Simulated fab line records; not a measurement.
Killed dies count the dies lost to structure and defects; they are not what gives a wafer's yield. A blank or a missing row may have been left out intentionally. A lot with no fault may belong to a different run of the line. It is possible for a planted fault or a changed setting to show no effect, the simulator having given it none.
Matching of chambers :: flow nandHarc :: NHARC_P_ZERO_WELL_DESCUM_26 on rieDiel-05 has 4 sister chambers
The step chemistry O2, time 3 s. 14 wafers are shown with their chamber, then 7 later ones without.

WAFERS WITH THEIR CHAMBER
wafer: L839.1
chamber: 1
drypumpMotorCurrentA (A): 4.9
showerheadPlenumPTorr (Torr): 1.99
oesProductAu (a.u.): 1.007

wafer: L839.2
chamber: 3
drypumpMotorCurrentA (A): 5.2
showerheadPlenumPTorr (Torr): 2.00
oesProductAu (a.u.): 1.003

wafer: L839.3
chamber: 2
drypumpMotorCurrentA (A): 5.7
showerheadPlenumPTorr (Torr): 1.82
oesProductAu (a.u.): 1.005

wafer: L840.1
chamber: 2
drypumpMotorCurrentA (A): 5.7
showerheadPlenumPTorr (Torr): 1.82
oesProductAu (a.u.): 1.013

wafer: L840.2
chamber: 0
drypumpMotorCurrentA (A): 6.0
showerheadPlenumPTorr (Torr): 1.84
oesProductAu (a.u.): 0.987

wafer: L840.3
chamber: 1
drypumpMotorCurrentA (A): 4.9
showerheadPlenumPTorr (Torr): 1.99
oesProductAu (a.u.): 1.005

wafer: L846.2
chamber: 0
drypumpMotorCurrentA (A): 6.0
showerheadPlenumPTorr (Torr): 1.84
oesProductAu (a.u.): 1.001

wafer: L846.4
chamber: 3
drypumpMotorCurrentA (A): 5.2
showerheadPlenumPTorr (Torr): 2.00
oesProductAu (a.u.): 1.004

wafer: L846.6
chamber: 0
drypumpMotorCurrentA (A): 6.0
showerheadPlenumPTorr (Torr): 1.84
oesProductAu (a.u.): 0.994

wafer: L853.1
chamber: 2
drypumpMotorCurrentA (A): 5.7
showerheadPlenumPTorr (Torr): 1.80
oesProductAu (a.u.): 0.996

wafer: L853.4
chamber: 2
drypumpMotorCurrentA (A): 5.7
showerheadPlenumPTorr (Torr): 1.80
oesProductAu (a.u.): 1.000

wafer: L853.5
chamber: 1
drypumpMotorCurrentA (A): 4.9
showerheadPlenumPTorr (Torr): 1.98
oesProductAu (a.u.): 1.012

wafer: L855.3
chamber: 1
drypumpMotorCurrentA (A): 4.9
showerheadPlenumPTorr (Torr): 1.98
oesProductAu (a.u.): 1.010

wafer: L855.5
chamber: 3
drypumpMotorCurrentA (A): 5.3
showerheadPlenumPTorr (Torr): 1.99
oesProductAu (a.u.): 1.003

SIGNATURES (means of the wafers above)
reading: drypumpMotorCurrentA
chamber 0: 6.000
chamber 1: 4.900
chamber 2: 5.700
chamber 3: 5.233
scatter within a chamber: 0.0258

reading: showerheadPlenumPTorr
chamber 0: 1.8400
chamber 1: 1.9850
chamber 2: 1.8100
chamber 3: 1.9967
scatter within a chamber: 0.00753

reading: oesProductAu
chamber 0: 0.99400
chamber 1: 1.00850
chamber 2: 1.00350
chamber 3: 1.00333
scatter within a chamber: 0.00537
Rule: a wafer lies at a distance from a chamber equal to the root of the sum of squares, over the readings, of (its reading less the chamber's mean, divided by the reading's scatter). The wafer belongs to the nearest chamber; if the next one is less than 2 further off, it can't be placed. The scatter is the square root of a quotient: the sum, over the shown wafers, of each reading's squared deviation from its chamber's mean, divided by wafers minus chambers.

WAFERS MISSING THEIR CHAMBER
wafer: L855.6
drypumpMotorCurrentA (A): 5.7
showerheadPlenumPTorr (Torr): 1.80
oesProductAu (a.u.): 0.991

wafer: L858.2
drypumpMotorCurrentA (A): 6.0
showerheadPlenumPTorr (Torr): 1.83
oesProductAu (a.u.): 0.999

wafer: L858.3
drypumpMotorCurrentA (A): 5.0
showerheadPlenumPTorr (Torr): 1.98
oesProductAu (a.u.): 1.005

wafer: L858.5
drypumpMotorCurrentA (A): 5.7
showerheadPlenumPTorr (Torr): 1.80
oesProductAu (a.u.): 0.997

wafer: L859.2
drypumpMotorCurrentA (A): 6.0
showerheadPlenumPTorr (Torr): 1.83
oesProductAu (a.u.): 1.004

wafer: L859.3
drypumpMotorCurrentA (A): 5.7
showerheadPlenumPTorr (Torr): 1.80
oesProductAu (a.u.): 1.009

wafer: L859.4
drypumpMotorCurrentA (A): 5.3
showerheadPlenumPTorr (Torr): 1.98
oesProductAu (a.u.): 1.013

CHAMBER TAKEN BY EACH
wafer: L855.6
from the rows above: 2
in truth: 2

wafer: L858.2
from the rows above: 0
in truth: 0

wafer: L858.3
from the rows above: 1
in truth: 1

wafer: L858.5
from the rows above: 2
in truth: 2

wafer: L859.2
from the rows above: 0
in truth: 0

wafer: L859.3
from the rows above: 2
in truth: 2

wafer: L859.4
from the rows above: 3
in truth: 3
Correct placement for 7 of the 7. Number that these rows cannot place: 0. 0 placed wrongly.
